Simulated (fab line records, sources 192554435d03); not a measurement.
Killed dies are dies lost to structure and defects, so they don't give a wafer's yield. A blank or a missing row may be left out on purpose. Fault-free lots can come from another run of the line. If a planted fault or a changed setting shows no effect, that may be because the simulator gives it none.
Split-lot study :: flow n5 finfet :: on a route of 1938 steps: 7 lots, 39 wafers read

## ON THE SPLIT
At N5_DUMMY_GATE_ETCH_32 (etches SiO2 in CF4, target depth 3.5 nm, time 3.9 s), the setting time s was moved away from the recipe's 3.9 s on 18 of the 39 wafers read, by -15.9% to +16.0%. All remaining wafers had this setting at the recipe value.

The reading is taken at the split's own step.

## THE READING
etch.depth nm (the simulator's own value, which no gauge read), in nm, at N5_DUMMY_GATE_ETCH_32 (etches SiO2 in CF4, target depth 3.5 nm, time 3.9 s). The file gives no usual value for it. Average 3.484 nm, standard deviation 0.07 nm, over the 21 wafers here run with the recipe.

wafer: L075.1
tool, chamber at the split: rie si-04, 1
time s as run, s: 3.9
against the recipe: recipe
etch.depth nm, nm: 3.617
against lot-mates on the recipe: -

wafer: L075.2
tool, chamber at the split: rie si-04, 2
time s as run, s: 3.9
against the recipe: recipe
etch.depth nm, nm: 3.442
against lot-mates on the recipe: -

wafer: L075.3
tool, chamber at the split: rie si-04, 0
time s as run, s: 4.247
against the recipe: +8.9%
etch.depth nm, nm: 3.823
against lot-mates on the recipe: +0.308

wafer: L075.4
tool, chamber at the split: rie si-04, 3
time s as run, s: 3.9
against the recipe: recipe
etch.depth nm, nm: 3.486
against lot-mates on the recipe: -

wafer: L075.5
tool, chamber at the split: rie si-04, 2
time s as run, s: 4.247
against the recipe: +8.9%
etch.depth nm, nm: 3.748
against lot-mates on the recipe: +0.233

wafer: L075.6
tool, chamber at the split: rie si-04, 3
time s as run, s: 4.247
against the recipe: +8.9%
etch.depth nm, nm: 3.785
against lot-mates on the recipe: +0.270

wafer: L077.1
tool, chamber at the split: rie si-05, 2
time s as run, s: 3.368
against the recipe: -13.6%
etch.depth nm, nm: 2.952
against lot-mates on the recipe: -0.603

wafer: L077.2
tool, chamber at the split: rie si-05, 0
time s as run, s: 3.368
against the recipe: -13.6%
etch.depth nm, nm: 3.079
against lot-mates on the recipe: -0.476

wafer: L077.3
tool, chamber at the split: rie si-05, 3
time s as run, s: 3.9
against the recipe: recipe
etch.depth nm, nm: 3.602
against lot-mates on the recipe: -

wafer: L077.4
tool, chamber at the split: rie si-05, 1
time s as run, s: 3.9
against the recipe: recipe
etch.depth nm, nm: 3.464
against lot-mates on the recipe: -

wafer: L077.5
tool, chamber at the split: rie si-05, 0
time s as run, s: 3.9
against the recipe: recipe
etch.depth nm, nm: 3.599
against lot-mates on the recipe: -

wafer: L077.6
tool, chamber at the split: rie si-05, 3
time s as run, s: 3.368
against the recipe: -13.6%
etch.depth nm, nm: 3.125
against lot-mates on the recipe: -0.430

wafer: L082.1
tool, chamber at the split: rie si-06, 1
time s as run, s: 3.9
against the recipe: recipe
etch.depth nm, nm: 3.471
against lot-mates on the recipe: -

wafer: L082.2
tool, chamber at the split: rie si-06, 3
time s as run, s: 4.524
against the recipe: +16.0%
etch.depth nm, nm: 3.96
against lot-mates on the recipe: +0.509

wafer: L082.3
tool, chamber at the split: rie si-06, 0
time s as run, s: 4.524
against the recipe: +16.0%
etch.depth nm, nm: 4.105
against lot-mates on the recipe: +0.654

wafer: L082.4
tool, chamber at the split: rie si-06, 2
time s as run, s: 3.9
against the recipe: recipe
etch.depth nm, nm: 3.444
against lot-mates on the recipe: -

wafer: L082.5
tool, chamber at the split: rie si-06, 1
time s as run, s: 4.524
against the recipe: +16.0%
etch.depth nm, nm: 4.001
against lot-mates on the recipe: +0.550

wafer: L082.6
tool, chamber at the split: rie si-06, 2
time s as run, s: 3.9
against the recipe: recipe
etch.depth nm, nm: 3.437
against lot-mates on the recipe: -

wafer: L086.1
tool, chamber at the split: rie si-04, 0
time s as run, s: 3.28
against the recipe: -15.9%
etch.depth nm, nm: 2.923
against lot-mates on the recipe: -0.550

wafer: L086.2
tool, chamber at the split: rie si-04, 3
time s as run, s: 3.9
against the recipe: recipe
etch.depth nm, nm: 3.489
against lot-mates on the recipe: -

wafer: L086.3
tool, chamber at the split: rie si-04, 1
time s as run, s: 3.9
against the recipe: recipe
etch.depth nm, nm: 3.515
against lot-mates on the recipe: -

wafer: L086.4
tool, chamber at the split: rie si-04, 2
time s as run, s: 3.9
against the recipe: recipe
etch.depth nm, nm: 3.416
against lot-mates on the recipe: -

wafer: L086.5
tool, chamber at the split: rie si-04, 3
time s as run, s: 3.28
against the recipe: -15.9%
etch.depth nm, nm: 2.911
against lot-mates on the recipe: -0.562

wafer: L086.6
tool, chamber at the split: rie si-04, 2
time s as run, s: 3.28
against the recipe: -15.9%
etch.depth nm, nm: 2.857
against lot-mates on the recipe: -0.616

wafer: L092.2
tool, chamber at the split: rie si-06, 1
time s as run, s: 3.9
against the recipe: recipe
etch.depth nm, nm: 3.437
against lot-mates on the recipe: -

wafer: L092.4
tool, chamber at the split: rie si-06, 3
time s as run, s: 3.9
against the recipe: recipe
etch.depth nm, nm: 3.403
against lot-mates on the recipe: -

wafer: L092.5
tool, chamber at the split: rie si-06, 2
time s as run, s: 3.9
against the recipe: recipe
etch.depth nm, nm: 3.421
against lot-mates on the recipe: -

wafer: L093.1
tool, chamber at the split: rie si-06, 3
time s as run, s: 3.9
against the recipe: recipe
etch.depth nm, nm: 3.379
against lot-mates on the recipe: -

wafer: L093.2
tool, chamber at the split: rie si-06, 0
time s as run, s: 4.394
against the recipe: +12.7%
etch.depth nm, nm: 3.967
against lot-mates on the recipe: +0.551

wafer: L093.3
tool, chamber at the split: rie si-06, 2
time s as run, s: 3.9
against the recipe: recipe
etch.depth nm, nm: 3.412
against lot-mates on the recipe: -

wafer: L093.4
tool, chamber at the split: rie si-06, 1
time s as run, s: 4.394
against the recipe: +12.7%
etch.depth nm, nm: 3.861
against lot-mates on the recipe: +0.445

wafer: L093.5
tool, chamber at the split: rie si-06, 0
time s as run, s: 3.9
against the recipe: recipe
etch.depth nm, nm: 3.457
against lot-mates on the recipe: -

wafer: L093.6
tool, chamber at the split: rie si-06, 1
time s as run, s: 4.394
against the recipe: +12.7%
etch.depth nm, nm: 3.839
against lot-mates on the recipe: +0.423

wafer: L096.1
tool, chamber at the split: rie si-04, 1
time s as run, s: 4.445
against the recipe: +14.0%
etch.depth nm, nm: 4.112
against lot-mates on the recipe: +0.557

wafer: L096.2
tool, chamber at the split: rie si-04, 0
time s as run, s: 3.9
against the recipe: recipe
etch.depth nm, nm: 3.518
against lot-mates on the recipe: -

wafer: L096.3
tool, chamber at the split: rie si-04, 2
time s as run, s: 4.445
against the recipe: +14.0%
etch.depth nm, nm: 3.905
against lot-mates on the recipe: +0.350

wafer: L096.4
tool, chamber at the split: rie si-04, 3
time s as run, s: 3.9
against the recipe: recipe
etch.depth nm, nm: 3.573
against lot-mates on the recipe: -

wafer: L096.5
tool, chamber at the split: rie si-04, 3
time s as run, s: 3.9
against the recipe: recipe
etch.depth nm, nm: 3.574
against lot-mates on the recipe: -

wafer: L096.6
tool, chamber at the split: rie si-04, 2
time s as run, s: 4.445
against the recipe: +14.0%
etch.depth nm, nm: 3.918
against lot-mates on the recipe: +0.363

FIT RESULTS
A straight line over all 39 wafers: etch.depth nm changes by +0.0342 nm for each +1% of time s; r = +0.98; the points scatter about the line by 0.071 nm.
The same after taking each lot's own level away (the mean of its wafers on the recipe; 39 wafers): +0.0351 nm for each +1%; r = +0.98; scatter 0.059 nm.
That fit puts the effect of the largest move of time s on the reading at 0.56 nm.
The span of the lots' own levels, 3.4160 to 3.5550 nm, comes to 2.0 times the standard deviation stated above.
Hence the lot-to-lot level has little effect on the slope; both slopes agree.
Check: +0.557 nm against its lot-mates is what the line predicts for one of the wafers moved furthest among these (+16.0%) when that wafer is left out of the fit. It came out at +0.509 nm against them.

## FURTHER SPLITS ON THESE WAFERS
These wafers also went through other splits before the reading. Each is held against what the fit with the lots' levels taken away leaves over:
other split on the same wafers: N5_FIN_SAQP_ETCH_34 source w
wafers away from the commonest value: 15
r with etch.depth nm (lot level and that fit taken away): -0.07

other split on the same wafers: N5_FIN_CUT_ETCH_21 time s
wafers away from the commonest value: 15
r with etch.depth nm (lot level and that fit taken away): -0.18

other split on the same wafers: N5_FIN_CUT_CUT_ETCH_15 target depth a
wafers away from the commonest value: 6
r with etch.depth nm (lot level and that fit taken away): +0.02

## FILE'S OWN FIT
etch.depth nm changes by +0.0349 nm for each +1% of time s, r = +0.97.
